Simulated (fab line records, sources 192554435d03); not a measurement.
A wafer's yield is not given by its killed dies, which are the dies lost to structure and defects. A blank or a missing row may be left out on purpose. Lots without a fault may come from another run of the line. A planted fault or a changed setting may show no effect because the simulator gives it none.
fab line records	flow n5_finfet
record: lots: 7	wafers: 21
route steps=1938 shown MOL_CONTACT_COAG@570 BEOL_M0_SAQP@636
start_h: hours from the record's first day to the start of the lot's first wafer shown	wait_h: hours from the lot's prior step to this one	" the same as in the row above	L1.1+2: one row covering several wafers at once	- no value present, or no start provided	* or withheld: withheld	< > ~ a bound
route shown NAME@n: a module of which the file shows steps, and the number in the route of the first	usual: the fault-free wafers' mean and standard deviation	same: alike in all rows	chamber/n: place in a boat	sites: the reading at each site	_std_site: how widely they spread, as a standard deviation	_edge_site: the outer-site mean with the inner-site mean subtracted	radius_mm: for every site, how far away it sits from the centre of the wafer	mask NAME#n: copy n	behind: the tool/chamber that last shaped the wafer	hold: why the lot went on hold/how many hours it stayed there/how the hold came to an end	device: the transistor (n, p or np) that didn't switch	end of line: the tests these same wafers got at the end of their route	a step given without rows: its recipe and nothing more	killed: count of dies lost to structure and defects at first sort (not the wafer's yield)	map: per-die view of a wafer (x killed, . not killed, _ where there is no die)
set.NAME: the setting as run; set.NAME@STEP: as run at that earlier step	model.NAME: the simulator's own value behind a step, which no gauge read
one table per step and one row per wafer, for lots whose settings were changed on purpose
== steps ==
step: N5_MOL_CONTACT_COAG_EXPOSE_81
recipe: mask_id: VG	na: 0.33	source_shape: annular	sigma_inner: 0.3	sigma_outer: 0.7	polarization: unpolarized	defocus_nm: 0	dose_mj: 59.5
lot.wafer	tool	chamber	start_h	wait_h	mask	set.dose_mj
L078.3	euv_scanner-02	0	125.17	-	VG#0	63.93
L078.4+5	"	0	"	"	VG#0	59.5
L079.1+4+6	euv_scanner-02	0	130.25	-	VG#0	59.5
L082.2+3+6	euv_scanner-01	0	153.64	-	VG#0	59.5
L084.2+3+5	euv_scanner-02	0	165.72	-	VG#0	59.5
L085.2	euv_scanner-01	0	175.16	-	VG#0	62.33
L085.3+6	"	0	"	"	VG#0	59.5
L090.1+4	euv_scanner-02	0	194.91	-	VG#0	59.5
L090.2	"	0	"	"	VG#0	63.36
L092.2+5	euv_scanner-01	0	204.53	-	VG#0	59.5
L092.6	"	0	"	"	VG#0	61.96
step: N5_MOL_CONTACT_COAG_PEB_82
recipe: peb_temp_c: 100	peb_time_s: 60	resist: CAR-EUV
step: N5_MOL_CONTACT_COAG_DEVELOP_83
recipe: develop_time_s: 30	developer: TMAH	resist: CAR-EUV	rinse_liquid: surfactant_rinse	dry: air_spin	dev_temp_c: 23
step: N5_MOL_CONTACT_COAG_CD_MEAS_84
recipe: target_cd_nm: 25.1	landing_energy_ev: 500	detector: se_inlens	polarity: opening
usual: cd_nm: 25.09/0.24
lot.wafer	tool	chamber	start_h	wait_h	set.dose_mj@MOL_CONTACT_COAG_EXPOSE_81	cd_nm
L078.3	cd_sem-02	0	125.30	-	63.93	26.58
L078.4	"	0	"	"	59.5	24.88
L078.5	"	0	"	"	59.5	25.35
L079.1	cd_sem-02	0	130.40	-	59.5	25.01
L079.4	"	0	"	"	59.5	25.01
L079.6	"	0	"	"	59.5	25.02
L082.2	cd_sem-03	0	153.78	-	59.5	25.57
L082.3	"	0	"	"	59.5	24.85
L082.6	"	0	"	"	59.5	24.87
L084.2	cd_sem-03	0	165.85	-	59.5	25.29
L084.3	"	0	"	"	59.5	25.00
L084.5	"	0	"	"	59.5	25.27
L085.2	cd_sem-01	0	175.30	-	62.33	26.16
L085.3	"	0	"	"	59.5	24.96
L085.6	"	0	"	"	59.5	24.42
L090.1	cd_sem-02	0	195.06	-	59.5	24.82
L090.2	"	0	"	"	63.36	26.40
L090.4	"	0	"	"	59.5	25.04
L092.2	cd_sem-02	0	204.67	-	59.5	24.99
L092.5	"	0	"	"	59.5	25.25
L092.6	"	0	"	"	61.96	25.59
step: N5_MOL_CONTACT_COAG_PRECLEAN_144
recipe: chemistry: alkaline_clean	temp_c: 60	time_s: 60	do_ppb: 50
step: N5_MOL_CONTACT_COAG_SRD_145
recipe: dry: ipa_marangoni	time_s: 30	temp_c: 23	rinse_liquid: diw
step: N5_MOL_CONTACT_COAG_CD_MEAS_137
recipe: target_cd_nm: 16
usual: cd_nm: 15.96/0.29
lot.wafer	tool	chamber	start_h	wait_h	set.dose_mj@MOL_CONTACT_COAG_EXPOSE_81	cd_nm
L078.3	cd_sem-02	-	126.25	0.0	63.93	18.21
L078.4	"	-	"	"	59.5	16.13
L078.5	"	-	"	"	59.5	16.23
L079.1	cd_sem-02	-	131.99	0.0	59.5	15.74
L079.4	"	-	"	"	59.5	15.89
L079.6	"	-	"	"	59.5	15.73
L082.2	cd_sem-03	-	154.99	0.0	59.5	15.91
L082.3	"	-	"	"	59.5	15.91
L082.6	"	-	"	"	59.5	15.98
L084.2	cd_sem-02	-	166.96	0.0	59.5	15.61
L084.3	"	-	"	"	59.5	16.16
L084.5	"	-	"	"	59.5	15.58
L085.2	cd_sem-01	-	176.26	0.0	62.33	16.98
L085.3	"	-	"	"	59.5	16.04
L085.6	"	-	"	"	59.5	15.62
L090.1	cd_sem-02	-	196.15	0.0	59.5	15.79
L090.2	"	-	"	"	63.36	17.18
L090.4	"	-	"	"	59.5	15.74
L092.2	cd_sem-02	-	205.77	0.0	59.5	16.05
L092.5	"	-	"	"	59.5	16.04
L092.6	"	-	"	"	61.96	17.25
step: N5_MOL_CONTACT_COAG_COAT_62
recipe: resist: SOC	temp_c: 250	time_s: 60	spin_rpm: 1500	resist_thk_nm: 60
step: N5_MOL_CONTACT_COAG_COAT_63
recipe: resist: SiARC	temp_c: 220	time_s: 60	spin_rpm: 1500	resist_thk_nm: 10
step: N5_MOL_CONTACT_COAG_STRIP_120
recipe: chemistry: CHF3	resist: SiARC	rf_frequency_hz: 6e+07
step: N5_MOL_CONTACT_COAG_VIA_ETCH_117
recipe: chemistry: C4F6/O2	target_depth_a: 400	overetch_a: 80	mask_material: SOC	target: SiO2	bias_w: 455	pressure_mtorr: 10	time_s: 26	source_w: 325	Ar_flow_sccm: 300	C4F6_flow_sccm: 10	O2_flow_sccm: 10	ion_energy_ev: 575.3	ends: end_point
step: N5_MOL_CONTACT_COAG_ETCH_124
recipe: chemistry: CH3F/O2	target: SiNx	target_depth_a: 65	mask_material: SOC	stop_on: SiOC	over_etch_frac: 0.3	ion_energy_ev: 120	pressure_mtorr: 30	source_w: 395	bias_w: 73	Ar_flow_sccm: 150	CH3F_flow_sccm: 30	O2_flow_sccm: 20	ends: end_point
lot.wafer	tool	chamber	start_h	wait_h	set.ald_cycles@MOL_CONTACT_COAG_ALD_123	model.etch.depth_nm
L078.3	rie_diel-05	3	127.75	0.0	100	4.986
L078.4	"	2	"	"	92	4.62
L078.5	"	2	"	"	100	4.994
L079.1+4	rie_diel-03	2,3	133.23	0.0	100	5.02
L079.6	"	2	"	"	100	5.001
L082.2	rie_diel-03	1	156.30	0.0	91	4.56
L082.3	"	0	"	"	100	5.005
L082.6	"	2	"	"	91	4.574
L084.2	rie_diel-01	3	168.20	0.0	100	4.988
L084.3	"	1	"	"	100	5.028
L084.5	"	3	"	"	108	5.392
L085.2	rie_diel-01	2	177.20	0.0	91	4.527
L085.3	"	1	"	"	100	4.991
L085.6	"	2	"	"	91	4.535
L090.1	rie_diel-03	2	197.43	0.0	100	5.03
L090.2	"	1	"	"	100	5.012
L090.4	"	0	"	"	100	5.023
L092.2	rie_diel-05	0	206.84	0.0	100	5.006
L092.5	"	0	"	"	100	5.004
L092.6	"	2	"	"	100	5.013
step: N5_BEOL_M0_SAQP_PECVD_96
recipe: material: a-Si	target_thk_a: 450	temp_c: 350	precursor: SiH4/He	pressure_torr: 3	rf_w: 100	time_s: 45.2
lot.wafer	tool	chamber	start_h	wait_h	set.time_s	model.a-Si_of_BEOL_M0_SAQP_PECVD_96.thk_nm
L078.3+4+5	pecvd-03	1,0,1	133.47	0.0	45.2	45.6
L079.1	pecvd-01	1	138.27	0.0	45.2	44.2
L079.4	"	1	"	"	45.2	44.8
L079.6	"	0	"	"	45.2	45.6
L082.2	pecvd-04	2	162.17	0.0	47.47	47.2
L082.3	"	0	"	"	45.2	45
L082.6	"	1	"	"	45.2	45.2
L084.2	pecvd-03	2	174.47	0.0	45.2	44.8
L084.3	"	1	"	"	45.2	45.2
L084.5	"	1	"	"	39.27	40.2
L085.2	pecvd-04	2	183.09	0.0	43.4	42.6
L085.3	"	0	"	"	43.4	43
L085.6	"	2	"	"	43.4	44.2
L090.1	pecvd-03	1	203.17	0.0	45.2	44.6
L090.2	"	0	"	"	45.2	44.8
L090.4	"	1	"	"	45.2	45.4
L092.2	pecvd-04	0	212.42	0.0	40.55	40.4
L092.5+6	"	1,0	"	"	40.55	40.6
step: N5_BEOL_M0_SAQP_PECVD_04
recipe: material: a-Si	target_thk_a: 600	temp_c: 350	precursor: SiH4/He	pressure_torr: 3	rf_w: 100	time_s: 60.2
lot.wafer	tool	chamber	start_h	wait_h	set.time_s	model.a-Si_of_BEOL_M0_SAQP_PECVD_04.thk_nm
L078.3	pecvd-03	1	133.55	0.0	60.2	59.4
L078.4	"	0	"	"	60.2	60.6
L078.5	"	1	"	"	56.04	55.8
L079.1	pecvd-01	1	138.35	0.0	60.2	59.6
L079.4	"	1	"	"	60.2	60.6
L079.6	"	0	"	"	60.2	59.8
L082.2	pecvd-04	2	162.25	0.0	60.2	58.2
L082.3	"	0	"	"	60.2	58.6
L082.6	"	1	"	"	60.2	59.8
L084.2+3	pecvd-03	2,1	174.55	0.0	52.29	52.4
L084.5	"	1	"	"	60.2	60.6
L085.2	pecvd-04	2	183.17	0.0	55.21	53.4
L085.3	"	0	"	"	60.2	59.2
L085.6	"	2	"	"	55.21	54.6
L090.1	pecvd-03	1	203.26	0.0	60.2	59.2
L090.2	"	0	"	"	60.2	59.6
L090.4	"	1	"	"	60.2	60.2
L092.2	pecvd-04	0	212.55	0.0	57.35	56.2
L092.5	"	1	"	"	60.2	60
L092.6	"	0	"	"	57.35	57.2
step: N5_BEOL_M0_SAQP_THK_MEAS_05
usual: thk_nm: 59.8/0.75
lot.wafer	tool	chamber	start_h	wait_h	set.time_s@BEOL_M0_SAQP_PECVD_04	thk_nm
L078.3	film_metro-02	-	133.65	0.1	60.2	59.4
L078.4	"	-	"	"	60.2	60.5
L078.5	"	-	"	"	56.04	55.8
L079.1	film_metro-01	-	138.45	0.1	60.2	59.5
L079.4	"	-	"	"	60.2	60.5
L079.6	"	-	"	"	60.2	59.7
L082.2	film_metro-01	-	162.35	0.1	60.2	58.3
L082.3	"	-	"	"	60.2	58.6
L082.6	"	-	"	"	60.2	59.8
L084.2	film_metro-01	-	174.65	0.1	52.29	52.5
L084.3	"	-	"	"	52.29	52.4
L084.5	"	-	"	"	60.2	60.6
L085.2	film_metro-02	-	183.27	0.1	55.21	53.3
L085.3	"	-	"	"	60.2	59.2
L085.6	"	-	"	"	55.21	54.5
L090.1	film_metro-02	-	203.35	0.1	60.2	59.3
L090.2	"	-	"	"	60.2	59.6
L090.4	"	-	"	"	60.2	60.1
L092.2	film_metro-01	-	212.68	0.1	57.35	56.3
L092.5	"	-	"	"	60.2	60.0
L092.6	"	-	"	"	57.35	57.1
step: N5_BEOL_M0_SAQP_HM_DEP_111
recipe: material: SiO2	target_thk_a: 120	temp_c: 400	precursor: SiH4/N2O	pressure_torr: 0.75	rf_w: 275	time_s: 7.2
step: N5_BEOL_M0_SAQP_COAT_81
recipe: resist: SOC	temp_c: 250	time_s: 60	spin_rpm: 1500	resist_thk_nm: 100
step: N5_BEOL_M0_SAQP_HM_OPEN_112
recipe: chemistry: CHF3/O2	target: SiO2	stop_on: a-Si	target_depth_a: 120	over_etch_frac: 1.25	mask_material: SOC	time_s: 13.5	pressure_mtorr: 30	source_w: 650	bias_w: 170	Ar_flow_sccm: 200	CHF3_flow_sccm: 50	O2_flow_sccm: 5	ion_energy_ev: 200	ends: end_point
step: N5_BEOL_M0_SAQP_STRIP_113
recipe: chemistry: CHF3/O2	resist: SiARC	rf_frequency_hz: 6e+07
step: N5_BEOL_M0_SAQP_MANDREL_ETCH_20
recipe: target_depth_a: 600	chemistry: HBr/Cl2	target: a-Si	stop_on: SiNx	bt_time_s: 10	mask_material: SOC	over_etch_frac: 0.5	time_s: 30	pressure_mtorr: 10	icp_w: 800	bias_w: 75	HBr_flow_sccm: 150	Cl2_flow_sccm: 80	ends: end_point
usual: oes_product_au: 0.771/0.012
lot.wafer	tool	chamber	start_h	wait_h	set.time_s@BEOL_M0_SAQP_PECVD_04	oes_product_au	model.etch.depth_nm
L078.3	rie_si-03	3	134.49	0.0	60.2	0.768	59.46
L078.4	"	0	"	"	60.2	0.779	60.56
L078.5	"	0	"	"	56.04	0.739	55.7
L079.1	rie_si-03	1	139.83	0.0	60.2	0.790	59.57
L079.4	"	2	"	"	60.2	0.770	60.46
L079.6	"	3	"	"	60.2	0.769	59.73
L082.2	rie_si-03	3	163.20	0.0	60.2	0.767	58.22
L082.3	"	0	"	"	60.2	0.763	58.53
L082.6	"	2	"	"	60.2	0.770	59.85
L084.2	rie_si-02	0	175.59	0.0	52.29	0.733	52.43
L084.3	"	2	"	"	52.29	0.702	52.41
L084.5	"	0	"	"	60.2	0.792	60.6
L085.2	rie_si-01	3	184.23	0.0	55.21	0.700	53.31
L085.3	"	1	"	"	60.2	0.752	59.13
L085.6	"	0	"	"	55.21	0.730	54.49
L090.1	rie_si-03	2	204.22	0.0	60.2	0.769	59.26
L090.2	"	3	"	"	60.2	0.770	59.59
L090.4	"	0	"	"	60.2	0.782	60.12
L092.2	rie_si-02	0	213.52	0.0	57.35	0.761	56.22
L092.5	"	2	"	"	60.2	0.758	59.95
L092.6	"	1	"	"	57.35	0.747	57.11
step: N5_BEOL_M0_SAQP_STRIP_86
recipe: chemistry: N2/H2	power_w: 500	temp_c: 40	pressure_mtorr: 50	rf_frequency_hz: 6e+07	overash_fraction: 0.3	bias_power_w: 28	h2_frac: 0.5	n2_flow_sccm: 300	h2_flow_sccm: 300
step: N5_BEOL_M0_SAQP_STRIP_115
recipe: chemistry: post_etch_residue_remover	time_s: 60	temp_c: 25	remover_ph: withheld	remover_water_wt_pct: withheld	remover_fluoride_wt_pct: withheld
step: N5_BEOL_M0_SAQP_RECESS_114
recipe: chemistry: HF/NH3	target: SiO2	target_depth_a: 144	afs_cycles: 3	temp_c: 30	sublimation_temp_c: 180	sublimation_time_s: 60
step: N5_BEOL_M0_SAQP_SPACER1_ALD_98
recipe: material: SiO2	target_thk_a: 128	temp_c: 300	ald_precursor_family: BDEAS	ald_co_reactant: O2-plasma	pulse_time_s: 1	purge_time_s: 2	co_reactant_purge_time_s: 2	ald_cycles: 138	pressure_torr: 2
step: N5_BEOL_M0_SAQP_SPACER1_ETCHBACK_99
recipe: chemistry: CHF3/O2	mode: anisotropic_etchback	target: SiO2	target_depth_a: 154	time_s: 7.7	pressure_mtorr: 30	source_w: 650	bias_w: 170	Ar_flow_sccm: 200	CHF3_flow_sccm: 50	O2_flow_sccm: 5	ion_energy_ev: 200
lot.wafer	tool	chamber	start_h	wait_h	set.time_s@BEOL_M0_SAQP_PECVD_04	model.a-Si_of_BEOL_M0_SAQP_PECVD_04.thk_nm
L078.3	rie_diel-02	3	135.83	0.3	60.2	58.8
L078.4	"	1	"	"	60.2	60
L078.5	"	2	"	"	56.04	55
L079.1	rie_diel-04	1	141.12	0.4	60.2	59
L079.4	"	2	"	"	60.2	59.8
L079.6	"	0	"	"	60.2	59.2
L082.2	rie_diel-04	3	164.29	0.3	60.2	57.6
L082.3	"	0	"	"	60.2	58
L082.6	"	0	"	"	60.2	59.2
L084.2+3	rie_diel-06	3,1	176.68	0.3	52.29	51.8
L084.5	"	1	"	"	60.2	60
L085.2	rie_diel-06	3	185.41	0.3	55.21	52.8
L085.3	"	2	"	"	60.2	58.6
L085.6	"	2	"	"	55.21	53.8
L090.1	rie_diel-02	1	205.84	0.4	60.2	58.6
L090.2	"	2	"	"	60.2	59
L090.4	"	3	"	"	60.2	59.6
L092.2	rie_diel-04	1	214.61	0.3	57.35	55.6
L092.5	"	2	"	"	60.2	59.4
L092.6	"	1	"	"	57.35	56.4
step: N5_BEOL_M0_SAQP_MANDREL1_REMOVE_100
recipe: chemistry: HBr/Cl2/O2	bt_time_s: 10	target: a-Si	stop_on: SiNx	endpoint: OES-SiCl	over_etch_frac: 0.85	icp_w: 600	bias_w: 30	HBr_flow_sccm: 150	Cl2_flow_sccm: 80	O2_flow_sccm: 5	pressure_mtorr: 10
step: N5_BEOL_M0_SAQP_ETCH_101
recipe: chemistry: CH3F/O2	target: SiNx	mask_material: SiO2	target_depth_a: 299	time_s: 42.7	pressure_mtorr: 30	source_w: 395	bias_w: 73	Ar_flow_sccm: 150	CH3F_flow_sccm: 30	O2_flow_sccm: 20	ion_energy_ev: 120
step: N5_BEOL_M0_SAQP_ETCH_102
recipe: chemistry: CF4	target: SiO2	target_depth_a: 40	ion_energy_ev: 350	time_s: 4.4	pressure_mtorr: 10	icp_w: 800	bias_w: 400	cf4_flow_sccm: 80
step: N5_BEOL_M0_SAQP_MANDREL_ETCH_103
recipe: chemistry: HBr/Cl2	target: a-Si	target_depth_a: 450	bt_time_s: 10	stop_on: SiCN	mask_material: SiO2	over_etch_frac: 0.8	time_s: 27	pressure_mtorr: 10	icp_w: 800	bias_w: 75	HBr_flow_sccm: 150	Cl2_flow_sccm: 80	ends: end_point
usual: oes_product_au: 0.681/0.011
lot.wafer	tool	chamber	start_h	wait_h	set.time_s@BEOL_M0_SAQP_PECVD_96	oes_product_au	model.etch.depth_nm
L078.3	rie_si-01	1	136.20	0.0	45.2	0.682	45.53
L078.4	"	3	"	"	45.2	0.676	45.65
L078.5	"	0	"	"	45.2	0.685	45.64
L079.1	rie_si-02	3	141.49	0.0	45.2	0.674	44.17
L079.4	"	1	"	"	45.2	0.673	44.88
L079.6	"	1	"	"	45.2	0.679	45.61
L082.2	rie_si-03	1	164.67	0.0	47.47	0.715	47.13
L082.3	"	0	"	"	45.2	0.683	44.95
L082.6	"	0	"	"	45.2	0.684	45.15
L084.2	rie_si-02	1	177.05	0.0	45.2	0.667	44.79
L084.3	"	3	"	"	45.2	0.679	45.21
L084.5	"	2	"	"	39.27	0.624	40.14
L085.2	rie_si-01	0	185.79	0.0	43.4	0.658	42.61
L085.3	"	2	"	"	43.4	0.675	43.04
L085.6	"	1	"	"	43.4	0.662	44.21
L090.1	rie_si-01	0	206.21	0.0	45.2	0.673	44.69
L090.2	"	1	"	"	45.2	0.670	44.9
L090.4	"	3	"	"	45.2	0.664	45.36
L092.2	rie_si-02	0	214.98	0.0	40.55	0.657	40.38
L092.5	"	0	"	"	40.55	0.662	40.64
L092.6	"	3	"	"	40.55	0.646	40.65
step: N5_BEOL_M0_SAQP_COAT_72
recipe: resist: SiARC	temp_c: 220	time_s: 60	spin_rpm: 1500	resist_thk_nm: 15
lot.wafer	tool	chamber	start_h	wait_h	set.spin_rpm	model.SiARC_of_BEOL_M0_SAQP_COAT_72.thk_nm
L078.3+4	litho_track-05	0	-	-	1350	15.8
L078.5	"	0	"	"	1500	15
L079.1+4+6	litho_track-03	0	-	-	1500	15
L082.2+3	litho_track-01	0	-	-	1666	14.2
L082.6	"	0	"	"	1500	15
L084.2	litho_track-03	0	-	-	1500	15
L084.3+5	"	0	"	"	1386	15.6
L085.2	litho_track-03	0	-	-	1500	15
L085.3+6	"	0	"	"	1447	15.2
L090.1+2	litho_track-05	0	-	-	1500	15
L090.4	"	0	"	"	1545	14.8
L092.2	litho_track-01	0	-	-	1571	14.6
L092.5+6	"	0	"	"	1500	15
step: N5_BEOL_M0_SAQP_COAT_87
recipe: resist: underlayer	temp_c: 205	time_s: 60	spin_rpm: 1500	resist_thk_nm: 5
lot.wafer	tool	chamber	start_h	wait_h	set.temp_c
L078.3+4+5	litho_track-05	0	-	-	205
L079.1+4+6	litho_track-03	0	-	-	205
L082.2+3+6	litho_track-01	0	-	-	205
L084.2+5	litho_track-03	0	-	-	205
L084.3	"	0	"	"	198.3
L085.2+3+6	litho_track-03	0	-	-	205
L090.1+4	litho_track-05	0	-	-	205
L090.2	"	0	"	"	212.4
L092.2+6	litho_track-01	0	-	-	205
L092.5	"	0	"	"	201.6
step: N5_BEOL_M0_SAQP_COAT_34
recipe: resist: CAR-EUV	spin_rpm: 1500	resist_thk_nm: 30
step: N5_BEOL_M0_SAQP_EBR_36
recipe: solvent: PGMEA	ebr_width_mm: 1.5
step: N5_BEOL_M0_SAQP_DESCUM_45
recipe: chemistry: O2	time_s: 7	source_power_w: 50	bias_power_w: 20	pressure_mtorr: 20	rf_frequency_hz: 2.712e+07	temp_c: 40	resist: CAR-EUV	o2_flow_sccm: 225
step: N5_BEOL_M0_SAQP_ETCH_88
recipe: chemistry: N2/H2	target: underlayer	target_depth_a: 65	time_s: 5.2	ion_energy_ev: 200	mask_material: CAR-EUV	pressure_mtorr: 30	source_w: 840	bias_w: 150	n2_flow_sccm: 200	h2_flow_sccm: 200	ends: cleared
step: N5_BEOL_M0_SAQP_ETCH_73
recipe: chemistry: CF4	target: SiARC	target_depth_a: 195	mask_material: CAR-EUV	time_s: 32.5	ion_energy_ev: 80	pressure_mtorr: 40	source_w: 545	bias_w: 36	Ar_flow_sccm: 100	cf4_flow_sccm: 100	ends: cleared
lot.wafer	tool	chamber	start_h	wait_h	set.spin_rpm@BEOL_M0_SAQP_COAT_72	model.etch.depth_nm
L078.3	rie_diel-02	3	138.96	0.0	1350	15.83
L078.4	"	0	"	"	1350	15.81
L078.5	"	1	"	"	1500	14.98
L079.1+4+6	rie_diel-02	0,2,2	144.66	0.0	1500	15.01
L082.2	rie_diel-06	1	167.08	0.0	1666	14.27
L082.3	"	3	"	"	1666	14.29
L082.6	"	3	"	"	1500	15.02
L084.2	rie_diel-06	3	179.52	0.0	1500	14.99
L084.3	"	2	"	"	1386	15.6
L084.5	"	2	"	"	1386	15.69
L085.2	rie_diel-04	2	189.38	0.0	1500	15.01
L085.3+6	"	3	"	"	1447	15.29
L090.1	rie_diel-06	1	208.42	0.0	1500	15.08
L090.2	"	2	"	"	1500	15.06
L090.4	"	0	"	"	1545	14.85
L092.2	rie_diel-04	0	217.38	0.0	1571	14.66
L092.5	"	0	"	"	1500	15.01
L092.6	"	1	"	"	1500	15.06
step: N5_BEOL_M0_SAQP_CUT_ETCH_46
recipe: chemistry: N2/H2	target: SOC	target_depth_a: 1350	overetch_a: 270	temp_c: 40	time_s: 202.5	ion_energy_ev: 200	mask_material: SiARC	pressure_mtorr: 30	source_w: 840	bias_w: 150	n2_flow_sccm: 200	h2_flow_sccm: 200
lot.wafer	tool	chamber	start_h	wait_h	set.spin_rpm@BEOL_M0_SAQP_COAT_72	model.SiARC_of_BEOL_M0_SAQP_COAT_72.thk_nm
L078.3	rie_diel-02	3	138.99	0.0	1350	6.2
L078.4	"	0	"	"	1350	5.8
L078.5	"	1	"	"	1500	4.8
L079.1	rie_diel-02	0	144.70	0.0	1500	5.2
L079.4+6	"	2	"	"	1500	5
L082.2+3	rie_diel-06	1,3	167.11	0.0	1666	4.2
L082.6	"	3	"	"	1500	5
L084.2	rie_diel-06	3	179.55	0.0	1500	5
L084.3+5	"	2	"	"	1386	5.4
L085.2	rie_diel-04	2	189.41	0.0	1500	4.4
L085.3+6	"	3	"	"	1447	5.2
L090.1	rie_diel-06	1	208.46	0.0	1500	5
L090.2	"	2	"	"	1500	4.6
L090.4	"	0	"	"	1545	4.8
L092.2	rie_diel-04	0	217.41	0.0	1571	4.6
L092.5	"	0	"	"	1500	5
L092.6	"	1	"	"	1500	4.8
== key ==
split: step: N5_MOL_CONTACT_COAG_EXPOSE_81	setting: dose_mj	stated: 59.5	by: wafer
response: step: N5_MOL_CONTACT_COAG_CD_MEAS_84	reading: cd_nm	change: +0.214	per: 1%	r: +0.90
response: step: N5_MOL_CONTACT_COAG_CD_MEAS_137	reading: cd_nm	change: +0.253	per: 1%	r: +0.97
split: step: N5_BEOL_M0_SAQP_PECVD_96	setting: time_s	stated: 45.2	by: wafer
response: step: N5_BEOL_M0_SAQP_PECVD_96	reading: model.a-Si_of_BEOL_M0_SAQP_PECVD_96.thk_nm	change: +0.373	per: 1%	r: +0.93
response: step: N5_BEOL_M0_SAQP_MANDREL_ETCH_103	reading: oes_product_au	change: +0.00408	per: 1%	r: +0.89
response: step: N5_BEOL_M0_SAQP_MANDREL_ETCH_103	reading: model.etch.depth_nm	change: +0.376	per: 1%	r: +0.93
split: step: N5_BEOL_M0_SAQP_PECVD_04	setting: time_s	stated: 60.2	by: wafer
response: step: N5_BEOL_M0_SAQP_PECVD_04	reading: model.a-Si_of_BEOL_M0_SAQP_PECVD_04.thk_nm	change: +0.628	per: 1%	r: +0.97
response: step: N5_BEOL_M0_SAQP_THK_MEAS_05	reading: thk_nm	change: *	per: 1%	r: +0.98
response: step: N5_BEOL_M0_SAQP_MANDREL_ETCH_20	reading: oes_product_au	change: +0.00497	per: 1%	r: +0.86
response: step: N5_BEOL_M0_SAQP_MANDREL_ETCH_20	reading: model.etch.depth_nm	change: +0.63	per: 1%	r: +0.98
response: step: N5_BEOL_M0_SAQP_SPACER1_ETCHBACK_99	reading: model.a-Si_of_BEOL_M0_SAQP_PECVD_04.thk_nm	change: +0.636	per: 1%	r: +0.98
split: step: N5_BEOL_M0_SAQP_COAT_72	setting: spin_rpm	stated: 1500	by: wafer
response: step: N5_BEOL_M0_SAQP_COAT_72	reading: model.SiARC_of_BEOL_M0_SAQP_COAT_72.thk_nm	change: -0.0759	per: 1%	r: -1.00
response: step: N5_BEOL_M0_SAQP_ETCH_73	reading: model.etch.depth_nm	change: -0.0769	per: 1%	r: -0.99
response: step: N5_BEOL_M0_SAQP_CUT_ETCH_46	reading: model.SiARC_of_BEOL_M0_SAQP_COAT_72.thk_nm	change: -0.0868	per: 1%	r: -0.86
split: step: N5_BEOL_M0_SAQP_COAT_87	setting: temp_c	stated: 205	by: wafer
response none clear
split outside_this_file step=N5_MOL_CONTACT_COAG_ALD_123 setting=ald_cycles
split outside_this_file: this setting was split too, and the file shows its column; the key of that split is in another file
